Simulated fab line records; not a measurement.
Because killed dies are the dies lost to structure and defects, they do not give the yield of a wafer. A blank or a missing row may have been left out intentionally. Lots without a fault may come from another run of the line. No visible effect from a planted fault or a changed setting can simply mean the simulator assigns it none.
The tool behind it: which one? || flow n5_finfet || 8 lots with 22 wafers sampled at 6 steps, on a route of 1938 steps

## WHAT THE GAUGES SHOWED, per wafer
N5_BEOL_M0_SAQP_CD_MEAS_14: the cd target is 42.5 nm. Usual: cd_nm at 42.5 nm, with a standard deviation of 0.3.
{"lot": "L614", "measured": "day 5 21:41", "on": "cd_sem-02", "cd_nm (nm)": "42.5 42.4 42.0", "flag": ""}
{"lot": "L618", "measured": "day 6 19:59", "on": "cd_sem-03", "cd_nm (nm)": "42.9 42.6 42.6", "flag": ""}
{"lot": "L619", "measured": "day 6 23:20", "on": "cd_sem-02", "cd_nm (nm)": "42.1 42.3 42.1", "flag": ""}
{"lot": "L623", "measured": "day 8 02:45", "on": "cd_sem-01", "cd_nm (nm)": "43.3 42.9 42.7", "flag": ""}
{"lot": "L625", "measured": "day 8 12:30", "on": "cd_sem-02", "cd_nm (nm)": "42.5 42.5", "flag": ""}
{"lot": "L629", "measured": "day 9 12:05", "on": "cd_sem-01", "cd_nm (nm)": "42.4 42.6", "flag": ""}
{"lot": "L634", "measured": "day 10 15:44", "on": "cd_sem-01", "cd_nm (nm)": "42.4 42.5 42.4", "flag": ""}
{"lot": "L636", "measured": "day 11 09:52", "on": "cd_sem-03", "cd_nm (nm)": "42.7 42.8 42.5", "flag": ""}

N5_BEOL_M4_RC_MEAS_101. Usual: DIBL_N 36.3 mV/V, standard deviation 1.1; DIBL_P 36.3 mV/V, standard deviation 1.4; IOFF_N 0.155 nA/um, standard deviation 0.019; IOFF_P 0.211 nA/um, standard deviation 0.027; ION_N 672 uA/um, standard deviation 8.5; ION_P 462 uA/um, standard deviation 5.8; SS_N 71.5 mV/dec, standard deviation 0.56; SS_P 73.3 mV/dec, standard deviation 0.52; VT_N 249.9 mV, standard deviation 2.5; VT_P -249.8 mV, standard deviation 2.8.
{"lot": "L614", "measured": "day 9 18:11", "on": "prober-01", "DIBL_N (mV/V)": "37.5 37.8 35.0", "DIBL_P (mV/V)": "38.2 39.5 35.7", "IOFF_N (nA/um)": "0.185 0.200 0.143", "IOFF_P (nA/um)": "0.238 0.248 0.190", "ION_N (uA/um)": "676 675 670", "ION_P (uA/um)": "460 459 463", "SS_N (mV/dec)": "71.3 73.1 71.3", "SS_P (mV/dec)": "74.3 74.2 73.0", "VT_N (mV)": "247.9 245.3 250.0", "VT_P (mV)": "-248.6 -248.1 -251.1", "flag": ""}
{"lot": "L618", "measured": "day 11 10:13", "on": "prober-01", "DIBL_N (mV/V)": "36.3 34.8 36.3", "DIBL_P (mV/V)": "36.4 33.7 35.6", "IOFF_N (nA/um)": "0.166 0.135 0.171", "IOFF_P (nA/um)": "0.199 0.167 0.199", "ION_N (uA/um)": "684 677 691", "ION_P (uA/um)": "462 463 465", "SS_N (mV/dec)": "71.2 71.3 71.8", "SS_P (mV/dec)": "73.6 72.6 73.6", "VT_N (mV)": "248.7 252.9 248.2", "VT_P (mV)": "-252.6 -251.8 -250.2", "flag": ""}
{"lot": "L619", "measured": "day 11 17:12", "on": "prober-01", "DIBL_N (mV/V)": "38.0 37.0 37.8", "DIBL_P (mV/V)": "36.8 36.1 36.5", "IOFF_N (nA/um)": "0.165 0.151 0.166", "IOFF_P (nA/um)": "0.207 0.196 0.200", "ION_N (uA/um)": "667 676 680", "ION_P (uA/um)": "454 456 455", "SS_N (mV/dec)": "71.7 70.8 71.3", "SS_P (mV/dec)": "73.4 72.4 73.5", "VT_N (mV)": "248.1 249.1 249.3", "VT_P (mV)": "-253.2 -252.9 -253.1", "flag": ""}
{"lot": "L623", "measured": "day 14 10:34", "on": "prober-02", "DIBL_N (mV/V)": "36.8 37.9 37.7", "DIBL_P (mV/V)": "35.7 37.1 37.4", "IOFF_N (nA/um)": "0.137 0.163 0.156", "IOFF_P (nA/um)": "0.201 0.222 0.216", "ION_N (uA/um)": "677 675 672", "ION_P (uA/um)": "467 468 461", "SS_N (mV/dec)": "70.4 71.6 71.7", "SS_P (mV/dec)": "72.5 73.2 74.0", "VT_N (mV)": "250.5 249.0 248.3", "VT_P (mV)": "-250.7 -246.1 -251.8", "flag": ""}
{"lot": "L625", "measured": "day 14 23:47", "on": "prober-01", "DIBL_N (mV/V)": "34.7 36.8", "DIBL_P (mV/V)": "33.6 35.7", "IOFF_N (nA/um)": "0.137 0.175", "IOFF_P (nA/um)": "0.184 0.211", "ION_N (uA/um)": "666 667", "ION_P (uA/um)": "458 453", "SS_N (mV/dec)": "70.4 71.2", "SS_P (mV/dec)": "72.8 73.8", "VT_N (mV)": "250.3 248.7", "VT_P (mV)": "-251.3 -250.6", "flag": ""}
{"lot": "L629", "measured": "day 15 15:35", "on": "prober-01", "DIBL_N (mV/V)": "35.4 35.7", "DIBL_P (mV/V)": "36.2 37.6", "IOFF_N (nA/um)": "0.143 0.146", "IOFF_P (nA/um)": "0.196 0.219", "ION_N (uA/um)": "665 669", "ION_P (uA/um)": "461 463", "SS_N (mV/dec)": "71.9 71.4", "SS_P (mV/dec)": "73.2 73.5", "VT_N (mV)": "253.8 252.3", "VT_P (mV)": "-252.5 -248.9", "flag": ""}
{"lot": "L634", "measured": "day 16 08:40", "on": "prober-01", "DIBL_N (mV/V)": "34.9 34.3 34.9", "DIBL_P (mV/V)": "37.6 36.8 36.6", "IOFF_N (nA/um)": "0.168 0.150 0.157", "IOFF_P (nA/um)": "0.241 0.235 0.232", "ION_N (uA/um)": "668 673 665", "ION_P (uA/um)": "470 472 465", "SS_N (mV/dec)": "70.4 71.7 71.8", "SS_P (mV/dec)": "73.3 73.1 72.6", "VT_N (mV)": "247.3 249.5 251.7", "VT_P (mV)": "-247.3 -244.4 -248.7", "flag": ""}
{"lot": "L636", "measured": "day 16 04:41", "on": "prober-02", "DIBL_N (mV/V)": "37.2 38.7 37.2", "DIBL_P (mV/V)": "36.6 36.8 35.6", "IOFF_N (nA/um)": "0.171 0.196 0.161", "IOFF_P (nA/um)": "0.241 0.250 0.223", "ION_N (uA/um)": "678 671 674", "ION_P (uA/um)": "467 461 464", "SS_N (mV/dec)": "72.2 72.8 71.9", "SS_P (mV/dec)": "73.7 73.2 73.3", "VT_N (mV)": "251.6 246.3 247.5", "VT_P (mV)": "-246.2 -246.9 -249.5", "flag": ""}

## WHAT TOOL EACH LOT RAN ON (gives the tool, then ch and the chambers of the sampled wafers, and finally the start)
{"lot": "L614", "N5_MOL_CONTACT_COAG_ETCH_66": "rie_diel-04 ch 0,1, day 5 15:09", "N5_MOL_CONTACT_COAG_ETCH_67": "rie_diel-02 ch 1,2, day 5 15:28", "N5_BEOL_M0_SAQP_PECVD_96": "pecvd-04 ch 0,1,2, day 5 21:01", "N5_BEOL_M0_SAQP_MANDREL_ETCH_103": "rie_si-02 ch 0,2,3, day 5 23:44"}
{"lot": "L618", "N5_MOL_CONTACT_COAG_ETCH_66": "rie_diel-02 ch 0,1,2, day 6 12:32", "N5_MOL_CONTACT_COAG_ETCH_67": "rie_diel-05 ch 1,2,3, day 6 12:50", "N5_BEOL_M0_SAQP_PECVD_96": "pecvd-01 ch 1,2, day 6 19:22", "N5_BEOL_M0_SAQP_MANDREL_ETCH_103": "rie_si-04 ch 0,1,2, day 6 21:49"}
{"lot": "L619", "N5_MOL_CONTACT_COAG_ETCH_66": "rie_diel-04 ch 0,2, day 6 15:16", "N5_MOL_CONTACT_COAG_ETCH_67": "rie_diel-05 ch 1,2,3, day 6 15:34", "N5_BEOL_M0_SAQP_PECVD_96": "pecvd-04 ch 0,1,2, day 6 22:40", "N5_BEOL_M0_SAQP_MANDREL_ETCH_103": "rie_si-02 ch 0,3, day 7 01:43"}
{"lot": "L623", "N5_MOL_CONTACT_COAG_ETCH_66": "rie_diel-04 ch 1,2,3, day 7 17:04", "N5_MOL_CONTACT_COAG_ETCH_67": "rie_diel-02 ch 0,1,3, day 7 17:23", "N5_BEOL_M0_SAQP_PECVD_96": "pecvd-04 ch 0,1,2, day 8 02:14", "N5_BEOL_M0_SAQP_MANDREL_ETCH_103": "rie_si-02 ch 0,1,2, day 8 04:41"}
{"lot": "L625", "N5_MOL_CONTACT_COAG_ETCH_66": "rie_diel-02 ch 1,3, day 8 05:44", "N5_MOL_CONTACT_COAG_ETCH_67": "rie_diel-04 ch 1, day 8 06:10", "N5_BEOL_M0_SAQP_PECVD_96": "pecvd-04 ch 1,2, day 8 11:56", "N5_BEOL_M0_SAQP_MANDREL_ETCH_103": "rie_si-02 ch 0,1, day 8 14:22"}
{"lot": "L629", "N5_MOL_CONTACT_COAG_ETCH_66": "rie_diel-05 ch 0,3, day 9 04:29", "N5_MOL_CONTACT_COAG_ETCH_67": "rie_diel-04 ch 2, day 9 04:47", "N5_BEOL_M0_SAQP_PECVD_96": "pecvd-04 ch 1,2, day 9 11:25", "N5_BEOL_M0_SAQP_MANDREL_ETCH_103": "rie_si-06 ch 1, day 9 13:55"}
{"lot": "L634", "N5_MOL_CONTACT_COAG_ETCH_66": "rie_diel-04 ch 0,1,2, day 10 08:22", "N5_MOL_CONTACT_COAG_ETCH_67": "rie_diel-05 ch 0,3, day 10 10:17", "N5_BEOL_M0_SAQP_PECVD_96": "pecvd-02 ch 0,1,2, day 10 15:13", "N5_BEOL_M0_SAQP_MANDREL_ETCH_103": "rie_si-06 ch 2,3, day 10 17:34"}
{"lot": "L636", "N5_MOL_CONTACT_COAG_ETCH_66": "rie_diel-02 ch 0,1,3, day 11 02:40", "N5_MOL_CONTACT_COAG_ETCH_67": "rie_diel-02 ch 1,2, day 11 03:02", "N5_BEOL_M0_SAQP_PECVD_96": "pecvd-02 ch 0,1,2, day 11 09:20", "N5_BEOL_M0_SAQP_MANDREL_ETCH_103": "rie_si-06 ch 0,1, day 11 12:15"}
- N5_MOL_CONTACT_COAG_ETCH_66: etches SiARC in CF4, target depth 13 nm, time 21.7 s.
- N5_MOL_CONTACT_COAG_ETCH_67: etches SOC in N2/H2, target depth 60 nm, overetch 21 nm, time 101.2 s.
- N5_BEOL_M0_SAQP_PECVD_96: deposits a-Si from SiH4/He, target thk 45 nm, time 45.2 s.
- N5_BEOL_M0_SAQP_MANDREL_ETCH_103: etches a-Si in HBr/Cl2, stops on SiCN, target depth 45 nm, bt time 10 s, time 27 s.

## AS READ BY THE TOOLS THEMSELVES (means over the sampled wafers that have a number; for cases with no such wafer, the mark the record gives instead)
N5_MOL_CONTACT_COAG_ETCH_66. Usual: drypump_motor_current_A 5.7 A, standard deviation 0.42; etch_rf_on_time_s 21.7 s, standard deviation 0.31; oes_product_au 0.68 a.u., standard deviation 0.087; rf_vpp_V 184.4 V, standard deviation 1.3; showerhead_plenum_p_Torr 2.16 Torr, standard deviation 0.078; throttle_valve_pct 15.66 %, standard deviation 0.17.
{"lot": "L614", "tool": "rie_diel-04", "drypump_motor_current_A (A)": 5.9, "etch_rf_on_time_s (s)": 21.6, "oes_product_au (a.u.)": 0.67, "rf_vpp_V (V)": 183.1, "showerhead_plenum_p_Torr (Torr)": 2.05, "throttle_valve_pct (%)": 15.77, "flag": ""}
{"lot": "L618", "tool": "rie_diel-02", "drypump_motor_current_A (A)": 5.6, "etch_rf_on_time_s (s)": 21.6, "oes_product_au (a.u.)": 0.66, "rf_vpp_V (V)": 184.3, "showerhead_plenum_p_Torr (Torr)": 2.18, "throttle_valve_pct (%)": 15.60, "flag": ""}
{"lot": "L619", "tool": "rie_diel-04", "drypump_motor_current_A (A)": 5.5, "etch_rf_on_time_s (s)": 21.8, "oes_product_au (a.u.)": 0.60, "rf_vpp_V (V)": 184.0, "showerhead_plenum_p_Torr (Torr)": 2.10, "throttle_valve_pct (%)": 15.78, "flag": ""}
{"lot": "L623", "tool": "rie_diel-04", "drypump_motor_current_A (A)": 5.3, "etch_rf_on_time_s (s)": 21.8, "oes_product_au (a.u.)": 0.66, "rf_vpp_V (V)": 183.7, "showerhead_plenum_p_Torr (Torr)": 2.14, "throttle_valve_pct (%)": 15.74, "flag": ""}
{"lot": "L625", "tool": "rie_diel-02", "drypump_motor_current_A (A)": 5.7, "etch_rf_on_time_s (s)": 22.2, "oes_product_au (a.u.)": 0.64, "rf_vpp_V (V)": 182.8, "showerhead_plenum_p_Torr (Torr)": 2.14, "throttle_valve_pct (%)": 15.70, "flag": ""}
{"lot": "L629", "tool": "rie_diel-05", "drypump_motor_current_A (A)": 6.4, "etch_rf_on_time_s (s)": 21.6, "oes_product_au (a.u.)": 0.69, "rf_vpp_V (V)": 183.8, "showerhead_plenum_p_Torr (Torr)": 2.20, "throttle_valve_pct (%)": 15.61, "flag": ""}
{"lot": "L634", "tool": "rie_diel-04", "drypump_motor_current_A (A)": 5.6, "etch_rf_on_time_s (s)": 21.7, "oes_product_au (a.u.)": 0.71, "rf_vpp_V (V)": 184.3, "showerhead_plenum_p_Torr (Torr)": 2.16, "throttle_valve_pct (%)": 15.64, "flag": ""}
{"lot": "L636", "tool": "rie_diel-02", "drypump_motor_current_A (A)": 5.7, "etch_rf_on_time_s (s)": 22.2, "oes_product_au (a.u.)": 0.62, "rf_vpp_V (V)": 183.7, "showerhead_plenum_p_Torr (Torr)": 2.10, "throttle_valve_pct (%)": 15.70, "flag": ""}

N5_MOL_CONTACT_COAG_ETCH_67. Usual: drypump_motor_current_A 5.8 A, standard deviation 0.41; h2_flow_sccm 199.9 sccm, standard deviation 0.62; oes_product_au 0.65 a.u., standard deviation 0.073; rf_vpp_V 524.8 V, standard deviation 3; showerhead_plenum_p_Torr 2.58 Torr, standard deviation 0.1; throttle_valve_pct 17.93 %, standard deviation 0.14.
{"lot": "L614", "tool": "rie_diel-02", "drypump_motor_current_A (A)": 5.7, "h2_flow_sccm (sccm)": 200.3, "oes_product_au (a.u.)": 0.66, "rf_vpp_V (V)": 527.4, "showerhead_plenum_p_Torr (Torr)": 2.66, "throttle_valve_pct (%)": 17.85, "flag": ""}
{"lot": "L618", "tool": "rie_diel-05", "drypump_motor_current_A (A)": 5.9, "h2_flow_sccm (sccm)": 200.4, "oes_product_au (a.u.)": 0.59, "rf_vpp_V (V)": 524.3, "showerhead_plenum_p_Torr (Torr)": 2.55, "throttle_valve_pct (%)": 18.04, "flag": ""}
{"lot": "L619", "tool": "rie_diel-05", "drypump_motor_current_A (A)": 6.0, "h2_flow_sccm (sccm)": 200.2, "oes_product_au (a.u.)": 0.59, "rf_vpp_V (V)": 523.9, "showerhead_plenum_p_Torr (Torr)": 2.55, "throttle_valve_pct (%)": 18.04, "flag": ""}
{"lot": "L623", "tool": "rie_diel-02", "drypump_motor_current_A (A)": 5.7, "h2_flow_sccm (sccm)": 199.5, "oes_product_au (a.u.)": 0.63, "rf_vpp_V (V)": 522.7, "showerhead_plenum_p_Torr (Torr)": 2.50, "throttle_valve_pct (%)": 17.84, "flag": ""}
{"lot": "L625", "tool": "rie_diel-04", "drypump_motor_current_A (A)": 5.5, "h2_flow_sccm (sccm)": 199.3, "oes_product_au (a.u.)": 0.76, "rf_vpp_V (V)": 521.8, "showerhead_plenum_p_Torr (Torr)": 2.48, "throttle_valve_pct (%)": 17.95, "flag": ""}
{"lot": "L629", "tool": "rie_diel-04", "drypump_motor_current_A (A)": 5.2, "h2_flow_sccm (sccm)": 198.9, "oes_product_au (a.u.)": 0.59, "rf_vpp_V (V)": 522.9, "showerhead_plenum_p_Torr (Torr)": 2.50, "throttle_valve_pct (%)": 17.84, "flag": ""}
{"lot": "L634", "tool": "rie_diel-05", "drypump_motor_current_A (A)": 6.4, "h2_flow_sccm (sccm)": 200.2, "oes_product_au (a.u.)": 0.69, "rf_vpp_V (V)": 525.7, "showerhead_plenum_p_Torr (Torr)": 2.61, "throttle_valve_pct (%)": 17.90, "flag": ""}
{"lot": "L636", "tool": "rie_diel-02", "drypump_motor_current_A (A)": 5.8, "h2_flow_sccm (sccm)": 199.5, "oes_product_au (a.u.)": 0.63, "rf_vpp_V (V)": 526.3, "showerhead_plenum_p_Torr (Torr)": 2.64, "throttle_valve_pct (%)": 17.91, "flag": ""}

N5_BEOL_M0_SAQP_PECVD_96. Usual: chamber_pressure_Torr 3.000 Torr, standard deviation 0.0068; heater_power_w 581 W, standard deviation 57; run_length_s 81.2 s, standard deviation 0.54; showerhead_plenum_p_Torr 5.66 Torr, standard deviation 0.041; susceptor_temp_C 350.00 C, standard deviation 0.21; throttle_valve_pct 18.0 %, standard deviation 0.56.
{"lot": "L614", "tool": "pecvd-04", "chamber_pressure_Torr (Torr)": 3.002, "heater_power_w (W)": 559, "run_length_s (s)": 81.3, "showerhead_plenum_p_Torr (Torr)": 5.65, "susceptor_temp_C (C)": 349.91, "throttle_valve_pct (%)": 17.9, "flag": ""}
{"lot": "L618", "tool": "pecvd-01", "chamber_pressure_Torr (Torr)": 3.004, "heater_power_w (W)": 657, "run_length_s (s)": 81.7, "showerhead_plenum_p_Torr (Torr)": 5.71, "susceptor_temp_C (C)": 349.88, "throttle_valve_pct (%)": 17.7, "flag": ""}
{"lot": "L619", "tool": "pecvd-04", "chamber_pressure_Torr (Torr)": 3.001, "heater_power_w (W)": 580, "run_length_s (s)": 80.9, "showerhead_plenum_p_Torr (Torr)": 5.65, "susceptor_temp_C (C)": 349.98, "throttle_valve_pct (%)": 18.0, "flag": ""}
{"lot": "L623", "tool": "pecvd-04", "chamber_pressure_Torr (Torr)": 2.995, "heater_power_w (W)": 577, "run_length_s (s)": 81.0, "showerhead_plenum_p_Torr (Torr)": 5.65, "susceptor_temp_C (C)": 350.00, "throttle_valve_pct (%)": 18.1, "flag": ""}
{"lot": "L625", "tool": "pecvd-04", "chamber_pressure_Torr (Torr)": 2.992, "heater_power_w (W)": 534, "run_length_s (s)": 75.8, "showerhead_plenum_p_Torr (Torr)": 5.67, "susceptor_temp_C (C)": 350.02, "throttle_valve_pct (%)": 17.6, "flag": "OFF"}
{"lot": "L629", "tool": "pecvd-04", "chamber_pressure_Torr (Torr)": 3.007, "heater_power_w (W)": 508, "run_length_s (s)": 75.7, "showerhead_plenum_p_Torr (Torr)": 5.69, "susceptor_temp_C (C)": 349.69, "throttle_valve_pct (%)": 17.9, "flag": "OFF"}
{"lot": "L634", "tool": "pecvd-02", "chamber_pressure_Torr (Torr)": 3.001, "heater_power_w (W)": 582, "run_length_s (s)": 81.4, "showerhead_plenum_p_Torr (Torr)": 5.66, "susceptor_temp_C (C)": 349.97, "throttle_valve_pct (%)": 18.0, "flag": ""}
{"lot": "L636", "tool": "pecvd-02", "chamber_pressure_Torr (Torr)": 3.006, "heater_power_w (W)": 597, "run_length_s (s)": 81.2, "showerhead_plenum_p_Torr (Torr)": 5.65, "susceptor_temp_C (C)": 350.05, "throttle_valve_pct (%)": 18.0, "flag": ""}

N5_BEOL_M0_SAQP_MANDREL_ETCH_103. Usual: drypump_motor_current_A 5.7 A, standard deviation 0.42; oes_product_au 0.684 a.u., standard deviation 0.013; throttle_valve_pct 35.25 %, standard deviation 0.23.
{"lot": "L614", "tool": "rie_si-02", "drypump_motor_current_A (A)": 5.5, "oes_product_au (a.u.)": 0.687, "throttle_valve_pct (%)": 35.27, "flag": ""}
{"lot": "L618", "tool": "rie_si-04", "drypump_motor_current_A (A)": 5.5, "oes_product_au (a.u.)": 0.693, "throttle_valve_pct (%)": 35.18, "flag": ""}
{"lot": "L619", "tool": "rie_si-02", "drypump_motor_current_A (A)": 5.1, "oes_product_au (a.u.)": 0.685, "throttle_valve_pct (%)": 35.41, "flag": ""}
{"lot": "L623", "tool": "rie_si-02", "drypump_motor_current_A (A)": 5.7, "oes_product_au (a.u.)": 0.687, "throttle_valve_pct (%)": 35.16, "flag": ""}
{"lot": "L625", "tool": "rie_si-02", "drypump_motor_current_A (A)": 5.6, "oes_product_au (a.u.)": 0.642, "throttle_valve_pct (%)": 35.38, "flag": "OFF"}
{"lot": "L629", "tool": "rie_si-06", "drypump_motor_current_A (A)": 6.1, "oes_product_au (a.u.)": 0.633, "throttle_valve_pct (%)": 35.42, "flag": "OFF"}
{"lot": "L634", "tool": "rie_si-06", "drypump_motor_current_A (A)": 6.1, "oes_product_au (a.u.)": 0.679, "throttle_valve_pct (%)": 35.03, "flag": ""}
{"lot": "L636", "tool": "rie_si-06", "drypump_motor_current_A (A)": 5.8, "oes_product_au (a.u.)": 0.674, "throttle_valve_pct (%)": 35.50, "flag": ""}

## THE ANSWER, worked out from the rows above alone
Rule: lot off if the mean of its wafers having a number is beyond 3 standard deviations from the usual mean. Also off: a lot with no number at a reading for which 4 or more lots have one. The other lots that the step has rows for count as sound. The gauges are gone through in route order, then the tools' own readings, and for those a lot's mean is taken as printed above. The first step at which some lot is off is used, and at that step the reading that is off furthest; a lot without a number counts as furthest.
Off: L625, L629 (N5_BEOL_M0_SAQP_PECVD_96, run_length_s).
If a tool, at that step or one of the process steps before it, ran each lot that is off and ran no sound lot following the first of them, it fits. 2 tools fit, rie_diel-04 at N5_MOL_CONTACT_COAG_ETCH_67 and pecvd-04 at N5_BEOL_M0_SAQP_PECVD_96, so this cannot tell which one it is.

## WHAT THE SIMULATOR PUT IN
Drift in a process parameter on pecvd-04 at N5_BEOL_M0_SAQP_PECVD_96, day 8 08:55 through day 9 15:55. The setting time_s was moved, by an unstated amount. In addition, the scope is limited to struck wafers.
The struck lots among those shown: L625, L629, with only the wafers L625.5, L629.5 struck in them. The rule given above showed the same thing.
